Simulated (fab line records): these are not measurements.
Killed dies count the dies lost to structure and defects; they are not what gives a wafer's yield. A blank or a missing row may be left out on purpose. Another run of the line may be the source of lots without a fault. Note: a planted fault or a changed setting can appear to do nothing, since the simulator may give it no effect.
fab line records    flow n5-finfet
record lots=3  wafers=9  last-day=18
route steps=1938 shown PMOS_HMC_CHANNEL_EPI@84 FIN_SAQP@90 STI_FIN_REVEAL@196 BEOL_M4@1111
lots that met no fault: from a run of the same line without faults
start-h: the number of hours between the record's first day and the start of the first shown wafer of the lot    wait-h: hours from the lot's prior step to this one    " same as the row above    L1.1+2: several wafers, shown together as one row    - value missing, or start not given    * or withheld: withheld    < > ~ a bound
route shown NAME@n: names a module that has steps shown in the file, with the first one's number in the route    usual: mean and standard deviation over wafers with no fault    same: alike in all rows    chamber/n: place in a boat    sites: per-site readings    _std_site: how widely they spread, as a standard deviation    _edge_site: outer sites' mean less inner sites'    radius-mm: for every site, how far away it sits from the centre of the wafer    mask NAME#n: copy n    behind: the tool/chamber that last shaped the wafer    hold: why the lot was held/for how many hours/how that ended    device: whichever transistor did not switch (one of n, p or np)    end of line: tests of these same wafers at the route's end    a step given without rows: its recipe and nothing more    killed: at the first sort, the dies lost to defects and structure; wafer yield is something else    map: shows each die of a wafer: x if killed, . if not, _ if none is there
set.NAME: the setting that was run; set.NAME@STEP: the one run at that earlier step    model.NAME: the simulator's own value behind a step, which no gauge read
lots seen at some steps along the route; tables by step, rows by wafer
services: from which hour (start-h, from the record's first day; less than 0 if before it) a tool's chamber was out of use, for how many hours, and why
## steps
# step N5_PMOS_HMC_CHANNEL_EPI_PRECLEAN_37
# recipe chemistry=O3/DIW  time-s=45  temp-c=22  o3-ppm=10
# step N5_PMOS_HMC_CHANNEL_EPI_PRECLEAN_24
# recipe chemistry=DHF  time-s=30  temp-c=25  dilution=withheld
# step N5_PMOS_HMC_CHANNEL_EPI_SRD_25
# recipe dry=ipa-marangoni  do-ppb=5  time-s=30  temp-c=23  rinse-liquid=diw
# step N5_PMOS_HMC_CHANNEL_EPI_EPI_26
# recipe material=Si  target-thk-a=38  temp-c=650  precursor=SiH4/H2  pressure-torr=20  time-s=22.7
# step N5_FIN_SAQP_PRECLEAN_42
# recipe chemistry=O3/DIW  time-s=60  temp-c=22  o3-ppm=10
# step N5_FIN_SAQP_PRECLEAN_00
# recipe chemistry=SC1  time-s=60  temp-c=55  mix=1:2:50
# step N5_FIN_SAQP_PRECLEAN_44
# recipe chemistry=SC2  time-s=45  temp-c=35  mix=1:1:50
# step N5_FIN_SAQP_SRD_01
# recipe dry=ipa-marangoni  time-s=30  temp-c=23  rinse-liquid=diw
# step N5_FIN_SAQP_ALD_61
# recipe material=SiO2  target-thk-a=40  temp-c=300  ald-precursor-family=BDEAS  ald-co-reactant=O2-plasma  pulse-time-s=1  purge-time-s=2  co-reactant-purge-time-s=2  ald-cycles=43  pressure-torr=2
# step N5_FIN_SAQP_DENSIFY_62
# recipe temp-c=700  time-s=60  ambient=N2  idle-temp-c=600  ramp-up-c-per-s=150  ramp-down-c-per-s=60  cool-to-c=600
# step N5_FIN_SAQP_HM_DEP_03
# recipe material=SiNx  target-thk-a=380  temp-c=400  precursor=SiH4/NH3/N2  pressure-torr=1.5  rf-w=300  time-s=33.6
# usual heater-power-w=829/110  showerhead-plenum-p-Torr=5.15/0.081  throttle-valve-pct=40.5/2.2
lot.wafer  tool      chamber  start-h  wait-h  heater-power-w  showerhead-plenum-p-Torr  throttle-valve-pct  model.SiNx_of_FIN_SAQP_HM_DEP_03.thk-nm
L663.1     pecvd-04  2        23.00    0.3     931             5.10                      40.7                37.24
L663.3     "         2        "        "       955             5.10                      40.9                37.81
L663.5     "         1        "        "       1035            5.18                      44.4                37.66
L674.1     pecvd-02  0        87.22    0.2     747             5.13                      39.5                39.74
L674.4     "         2        "        "       711             5.01                      37.3                39.15
L674.6     "         1        "        "       659             5.28                      40.4                38.28
L686.1     pecvd-02  2        159.56   0.2     714             5.02                      37.8                37.82
L686.4     "         2        "        "       720             5.03                      37.6                38.32
L686.6     "         0        "        "       836             5.11                      39.3                38.66
# step N5_FIN_SAQP_THK_MEAS_05
# usual thk-nm=38.0/0.47
lot.wafer  tool           chamber  start-h  wait-h  thk-nm
L663.1     film-metro-02  -        23.11    0.1     37.2
L663.3     "              -        "        "       37.8
L663.5     "              -        "        "       37.6
L674.1     film-metro-02  -        87.31    0.1     39.7
L674.4     "              -        "        "       39.2
L674.6     "              -        "        "       38.2
L686.1     film-metro-01  -        159.65   0.1     37.8
L686.4     "              -        "        "       38.3
L686.6     "              -        "        "       38.7
# step N5_FIN_SAQP_PECVD_47
# recipe material=a-Si  target-thk-a=450  temp-c=400  precursor=SiH4/He  pressure-torr=3  rf-w=100  time-s=36.3
# step N5_FIN_SAQP_PECVD_48
# recipe material=SiNx  target-thk-a=250  temp-c=400  precursor=SiH4/NH3/N2  pressure-torr=1.5  rf-w=300  time-s=22.1
# step N5_FIN_SAQP_PECVD_06
# recipe material=a-Si  target-thk-a=600  temp-c=400  precursor=SiH4/He  pressure-torr=3  rf-w=100  time-s=48.1
# step N5_FIN_SAQP_HM_DEP_72
# recipe material=SiO2  target-thk-a=120  temp-c=400  precursor=SiH4/N2O  pressure-torr=0.75  rf-w=275  time-s=7.2
# step N5_FIN_SAQP_COAT_49
# recipe resist=SOC  temp-c=250  time-s=60  spin-rpm=1500  resist-thk-nm=100
# step N5_FIN_SAQP_COAT_50
# recipe resist=SiARC  temp-c=220  time-s=60  spin-rpm=1500  resist-thk-nm=35
# step N5_FIN_SAQP_COAT_10
# recipe resist=CAR-ArF  spin-rpm=1500  resist-thk-nm=90
# step N5_FIN_SAQP_EBR_12
# recipe solvent=PGMEA  ebr-width-mm=1.5
# step N5_FIN_SAQP_SOFTBAKE_11
# recipe temp-c=110  time-s=60  resist=CAR-ArF
# step N5_FIN_SAQP_EXPOSE_13
# recipe mask-id=FIN_CORE  na=1.35  source-shape=dipole  sigma-inner=0.538  sigma-outer=0.738  polarization=te  target-cd-nm=35.6  dose-mj=63.25
# step N5_FIN_SAQP_PEB_14
# recipe peb-temp-c=withheld  peb-time-s=60  resist=CAR-ArF
# step N5_FIN_SAQP_DEVELOP_15
# recipe develop-time-s=30  developer=TMAH  resist=CAR-ArF  dev-temp-c=23  rinse-liquid=diw  dry=air-spin
# step N5_FIN_SAQP_DESCUM_21
# recipe chemistry=O2  time-s=7.9  source-power-w=50  bias-power-w=20  pressure-mtorr=20  rf-frequency-hz=2.712e+07  temp-c=40  resist=CAR-ArF  o2-flow-sccm=225
# step N5_FIN_SAQP_ETCH_51
# recipe chemistry=CF4  target=SiARC  target-depth-a=455  mask-material=CAR-ArF  time-s=75.8  ion-energy-ev=80  pressure-mtorr=40  source-w=545  bias-w=36  Ar_flow_sccm=100  cf4-flow-sccm=100  ends=cleared
# step N5_FIN_SAQP_ETCH_52
# recipe chemistry=N2/H2  target=SOC  target-depth-a=1000  overetch-a=200  mask-material=SiARC  temp-c=40  time-s=150  ion-energy-ev=200  pressure-mtorr=30  source-w=840  bias-w=150  n2-flow-sccm=200  h2-flow-sccm=200  ends=end-point
# step N5_FIN_SAQP_STRIP_53
# recipe chemistry=N2/H2  temp-c=40  n2-flow-sccm=200  h2-flow-sccm=200  rf-frequency-hz=6e+07
# step N5_FIN_SAQP_HM_OPEN_73
# recipe chemistry=CHF3/O2  target=SiO2  stop-on=a-Si  target-depth-a=120  over-etch-frac=1.8  mask-material=SOC  time-s=16.8  pressure-mtorr=30  source-w=650  bias-w=170  Ar_flow_sccm=200  CHF3_flow_sccm=50  O2_flow_sccm=5  ion-energy-ev=200  ends=end-point
# step N5_FIN_SAQP_STRIP_74
# recipe chemistry=CHF3/O2  resist=SiARC  rf-frequency-hz=6e+07
# step N5_FIN_SAQP_MANDREL_ETCH_22
# recipe target-depth-a=600  chemistry=HBr/Cl2  target=a-Si  stop-on=SiNx  bt-time-s=10  over-etch-frac=0.5  time-s=30  pressure-mtorr=10  icp-w=800  bias-w=75  HBr_flow_sccm=150  Cl2_flow_sccm=80  ends=end-point
# step N5_FIN_SAQP_STRIP_55
# recipe chemistry=N2/H2  power-w=500  temp-c=40  pressure-mtorr=50  rf-frequency-hz=6e+07  overash-fraction=0.3  bias-power-w=28  h2-frac=0.5  n2-flow-sccm=300  h2-flow-sccm=300
# step N5_FIN_SAQP_STRIP_23
# recipe chemistry=SPM  time-s=750  temp-c=130  h2so4-h2o2-vol-ratio=4
# step N5_FIN_SAQP_SRD_66
# recipe dry=ipa-marangoni  time-s=30  temp-c=23  rinse-liquid=diw
# step N5_FIN_SAQP_RECESS_75
# recipe chemistry=HF/NH3  target=SiO2  target-depth-a=144  afs-cycles=3  temp-c=30  sublimation-temp-c=180  sublimation-time-s=60
# step N5_FIN_SAQP_SPACER1_ALD_24
# recipe material=SiO2  target-thk-a=203  temp-c=300  ald-precursor-family=BDEAS  ald-co-reactant=O2-plasma  pulse-time-s=1  purge-time-s=2  co-reactant-purge-time-s=2  ald-cycles=218  pressure-torr=2
# step N5_FIN_SAQP_HM_OPEN_33
# recipe chemistry=CH3F/O2  target=SiNx  mask-material=SiO2  target-depth-a=494  time-s=70.6  pressure-mtorr=30  source-w=395  bias-w=73  Ar_flow_sccm=150  CH3F_flow_sccm=30  O2_flow_sccm=20  ion-energy-ev=120  ends=cleared
# usual drypump-motor-current-A=5.6/0.6  etch-rf-on-time-s=69.0/1.4  oes_ar_750_au=0.77/0.074  oes-product-au=0.66/0.063  rf-vpp-V=298/3.8  showerhead-plenum-p-Torr=1.98/0.052  throttle-valve-pct=16.33/0.23
lot.wafer  tool         chamber  start-h  wait-h  drypump-motor-current-A  etch-rf-on-time-s  oes_ar_750_au  oes-product-au  rf-hours-counter-h  rf-vpp-V  showerhead-plenum-p-Torr  throttle-valve-pct  model.etch.depth-nm
L663.1     rie-diel-06  3        27.51    0.0     5.4                      68.4               0.72           0.62            164                 302       1.92                      16.50               36.6
L663.3     "            1        "        "       4.9                      68.6               0.81           0.69            98                  295       1.96                      16.64               37.1
L663.5     "            1        "        "       4.9                      68.7               0.81           0.69            -                   292       1.95                      16.65               37.03
L674.1     rie-diel-05  1        92.47    0.1     5.8                      72.9               0.73           0.62            214                 298       1.99                      16.50               39.11
L674.4     "            2        "        "       5.5                      71.6               0.68           0.59            219                 305       2.06                      16.24               38.52
L674.6     "            1        "        "       5.8                      69.9               0.73           0.61            -                   299       1.99                      16.51               37.65
L686.1     rie-diel-01  3        164.73   0.1     5.2                      70.5               0.67           0.58            245                 303       1.96                      16.46               37.19
L686.4     "            0        "        "       4.9                      69.6               0.80           0.69            -                   301       1.93                      16.37               37.69
L686.6     "            2        "        "       6.4                      69.1               0.86           0.72            -                   294       2.04                      15.98               37.93
# step N5_STI_FIN_REVEAL_RECESS_09
# recipe chemistry=HF/NH3  target=SiO2  afs-cycles=11  target-depth-a=425  temp-c=30  sublimation-temp-c=180  sublimation-time-s=60
# usual drypump-motor-current-A=6.23/0.23
lot.wafer  tool           chamber  start-h  wait-h  drypump-motor-current-A  model.SiNx_of_FIN_SAQP_HM_DEP_03.thk-nm
L663.1     vapor-etch-01  0        35.57    0.0     6.23                     17.2
L663.3     "              1        "        "       6.53                     17.2
L663.5     "              1        "        "       6.55                     18
L674.1     vapor-etch-02  0        101.07   0.0     5.89                     20.2
L674.4     "              0        "        "       5.89                     19.8
L674.6     "              0        "        "       5.89                     18.8
L686.1     vapor-etch-02  0        173.30   0.0     5.91                     18
L686.4     "              0        "        "       5.93                     18.8
L686.6     "              1        "        "       6.27                     18.6
# step N5_BEOL_M4_RC_MEAS_101
# usual DIBL_N=36.0/1.8  DIBL_P=36.3/2.4  IOFF_N=0.16/0.035  IOFF_P=0.21/0.036  ION_N=673/13  ION_P=461/7.2  SS_N=71.4/0.6  SS_P=73.2/0.7  VT_N=250/4  VT_P=-250.9/2.9
lot.wafer  tool       chamber  start-h  wait-h  DIBL_N[mV/V]  DIBL_P[mV/V]  IOFF_N[nA/um]  IOFF_P[nA/um]  ION_N[uA/um]  ION_P[uA/um]  SS_N[mV/dec]  SS_P[mV/dec]  VT_N[mV]  VT_P[mV]
L663.1     prober-01  0        159.78   0.0     37.7          37.1          0.19           0.26           683           470           71.3          73.7          245       -248.4
L663.3     "          0        "        "       35.2          34.2          0.14           0.21           676           467           71.1          72.2          251       -249.9
L663.5     "          0        "        "       37.9          38.5          0.20           0.29           688           477           71.5          73.8          244       -245.4
L674.1     prober-01  0        227.24   0.0     35.4          36.0          0.13           0.20           668           459           70.2          73.4          254       -251.7
L674.4     "          0        "        "       38.4          39.8          0.18           0.28           664           463           71.5          73.8          253       -247.4
L674.6     "          0        "        "       36.6          36.9          0.13           0.22           661           456           70.8          73.2          253       -249.7
L686.1     prober-01  0        318.29   0.0     38.7          38.4          0.19           0.24           686           467           72.1          73.6          246       -247.2
L686.4     "          0        "        "       39.2          37.3          0.19           0.22           676           459           71.9          74.3          248       -250.4
L686.6     "          0        "        "       38.1          37.2          0.17           0.22           672           456           72.2          73.8          247       -249.7
## services
tool           chamber  start-h  hours  kind
rie-diel-01    0        3.38     4.8    repair
pecvd-04       0        18.33    5.5    scheduled-down
rie-diel-01    -        31.03    4.3    pm
rie-diel-05    0        35.02    -      clean
rie-diel-05    0        35.02    -      consumable-replace:focus-ring
rie-diel-05    0        35.02    12.9   scheduled-down
rie-diel-05    0        35.02    12.9   vent-cycle
vapor-etch-02  -        50.42    2.8    pm
rie-diel-05    1        57.17    13.0   repair
pecvd-04       2        74.57    2.1    scheduled-down
pecvd-04       -        80.64    1.6    repair
rie-diel-06    0        82.08    7.0    repair
rie-diel-01    -        90.23    0.2    repair
rie-diel-05    -        147.49   16.3   repair
rie-diel-01    1        164.18   2.6    repair
## key
first-sign step=N5_FIN_SAQP_THK_MEAS_05  reading=thk-nm  direction=up  sigmas=3.6  usual=*  struck=*
effect none on later readings
model-effect step=N5_FIN_SAQP_HM_DEP_03  value=SiNx_of_FIN_SAQP_HM_DEP_03.thk-nm  without=38.25  struck=39.74
model-effect step=N5_FIN_SAQP_HM_OPEN_33  value=etch.depth-nm  without=37.63  struck=39.11
model-effect step=N5_STI_FIN_REVEAL_RECESS_09  value=SiNx_of_FIN_SAQP_HM_DEP_03.thk-nm  without=18.8  struck=20.2
met-at N5_FIN_SAQP_HM_DEP_03
struck-wafers L674.1
fault kind=process-parameter-drift  tool=pecvd-02  chamber=-  onset-h=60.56  steps=N5_FIN_SAQP_HM_DEP_03  channel=time-s  offset=*  shape=step  end-h=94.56  scope=struck-wafers-only  acts-in=*  stated=*
